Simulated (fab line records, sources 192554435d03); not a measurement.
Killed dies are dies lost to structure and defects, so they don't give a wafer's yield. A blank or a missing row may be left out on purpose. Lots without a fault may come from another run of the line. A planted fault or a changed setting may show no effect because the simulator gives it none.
A struck lot beside a sound one | flow n5_finfet | 14 steps out of a route of 1938
Sound: wafers L161.1, L161.3, L161.6. Struck: wafer L151.3. (L151.2 of the same lot was not struck and is left out.) The cause comes at the end.
At each step with rows: each side's tool, then ch and its chambers, then its first start. Under that, the readings that differ: sound wafers | struck wafers | difference of the means | sigmas: that difference in standard deviations of wafers without a fault.
alike: readings whose means differ by less than 2 such deviations, and words and numbers that are the same on both sides. not compared: withheld readings, readings that some wafer has no value for, bounds like >300 that may hide the same value, and numbers for which the record gives no deviation and whose values overlap.
The two part at a step that has a row with sigmas, a row that says differs or no value, or rows on one side only. Numbers that don't overlap but have no deviation are shown without sigmas and don't part them. A reading that every wafer of one side lacks parts them only if that side has two wafers or more.

first, 7 steps without rows for these wafers: N5_BEOL_M9_COAT_75 (time 60 s, resist thk 5 nm); N5_BEOL_M9_COAT_22 (resist thk 30 nm); N5_BEOL_M9_EBR_24; N5_BEOL_M9_SOFTBAKE_23 (time 60 s); N5_BEOL_M9_EXPOSE_25 (exposes mask V8); N5_BEOL_M9_PEB_26 (peb time 60 s); N5_BEOL_M9_DEVELOP_27 (develop time 30 s).
N5_BEOL_M9_CD_MEAS_28: target cd 70 nm.
  sound on cd_sem-01 ch 0, day 15 13:16; struck on cd_sem-02 ch 0, day 12 21:15
  alike: cd_nm
N5_BEOL_M9_OVL_MEAS_29:
  sound on overlay-01 ch 0, day 15 13:17; struck on overlay-01 ch 0, day 12 21:17
  alike: V8_OVL
N5_BEOL_M9_INSPECT_30: inspects for defects (brightfield).
  sound on defect_inspect-01, day 15 13:21; struck on defect_inspect-02, day 12 21:20
  alike: raw_defect_count
N5_BEOL_M9_DESCUM_33: chemistry O2, time 7 s.
  sound on rie_diel-05 ch 1,2,3, day 15 13:33; struck on rie_diel-04 ch 2, day 12 21:28
  reading                         | sound             | struck | difference | sigmas
  drypump_motor_current_A (A)     | 5.6 5.8 5.3       | 6.5    | +0.9       | +2
  oes_product_au (a.u.)           | 0.69 0.70 0.68    | 0.96   | +0.27      | +3
  showerhead_plenum_p_Torr (Torr) | 2.07 2.07 2.08    | 2.23   | +0.16      | +3
  throttle_valve_pct (%)          | 20.63 20.58 20.50 | 19.99  | -0.58      | -2
  alike: rf_vpp_V, temp_c
  not compared: rf_hours_counter_h
N5_BEOL_M9_ETCH_76: etches underlayer in N2/H2, target depth 6.5 nm, time 5.2 s.
  sound on rie_diel-05 ch 1,2,3, day 15 13:35; struck on rie_diel-04 ch 2, day 12 21:30
  reading                         | sound             | struck | difference | sigmas
  drypump_motor_current_A (A)     | 5.5 5.8 5.3       | 6.6    | +1.1       | +2
  etch_rf_on_time_s (s)           | 5.60 5.25 5.37    | 5.06   | -0.35      | -2
  oes_product_au (a.u.)           | 0.56 0.61 0.59    | 0.84   | +0.25      | +3
  rf_vpp_V (V)                    | 521.2 522.7 524.4 | 529.4  | +6.6       | +3
  showerhead_plenum_p_Torr (Torr) | 2.52 2.52 2.50    | 2.72   | +0.21      | +3
  throttle_valve_pct (%)          | 18.12 18.21 17.82 | 17.55  | -0.50      | -2
  not compared: rf_hours_counter_h
N5_BEOL_M9_ETCH_65: etches SiARC in CF4, target depth 15.6 nm, time 26 s.
  sound on rie_diel-05 ch 1,2,3, day 15 13:36; struck on rie_diel-04 ch 2, day 12 21:31
  reading                         | sound             | struck | difference | sigmas
  drypump_motor_current_A (A)     | 5.6 5.8 5.2       | 6.5    | +1.0       | +2
  etch_rf_on_time_s (s)           | 27.8 26.2 26.7    | 17.2   | -9.7       | -14
  oes_product_au (a.u.)           | 0.56 0.61 0.59    | 1.06   | +0.47      | +6
  showerhead_plenum_p_Torr (Torr) | 2.10 2.11 2.11    | 2.28   | +0.17      | +3
  throttle_valve_pct (%)          | 15.80 15.81 15.63 | 15.16  | -0.59      | -2
  alike: rf_vpp_V
  not compared: rf_hours_counter_h
N5_BEOL_M9_ETCH_66: etches SOC in N2/H2, target depth 80 nm, overetch 16 nm, time 120 s.
  sound on rie_diel-05 ch 1,2,3, day 15 13:38; struck on rie_diel-04 ch 2, day 12 21:33
  reading                         | sound             | struck | difference | sigmas
  drypump_motor_current_A (A)     | 5.6 5.8 5.3       | 6.6    | +1.0       | +2
  oes_product_au (a.u.)           | 0.53 0.55 0.53    | 0.74   | +0.20      | +3
  rf_vpp_V (V)                    | 521.9 524.0 523.5 | 527.3  | +4.2       | +2
  showerhead_plenum_p_Torr (Torr) | 2.52 2.52 2.50    | 2.72   | +0.21      | +3
  throttle_valve_pct (%)          | 18.07 18.16 17.79 | 17.52  | -0.49      | -2
  alike: temp_c
  not compared: rf_hours_counter_h

WHERE THEY PART
First at N5_BEOL_M9_DESCUM_33; last, within this record, at N5_BEOL_M9_ETCH_66.

WHY: what the simulator had put in
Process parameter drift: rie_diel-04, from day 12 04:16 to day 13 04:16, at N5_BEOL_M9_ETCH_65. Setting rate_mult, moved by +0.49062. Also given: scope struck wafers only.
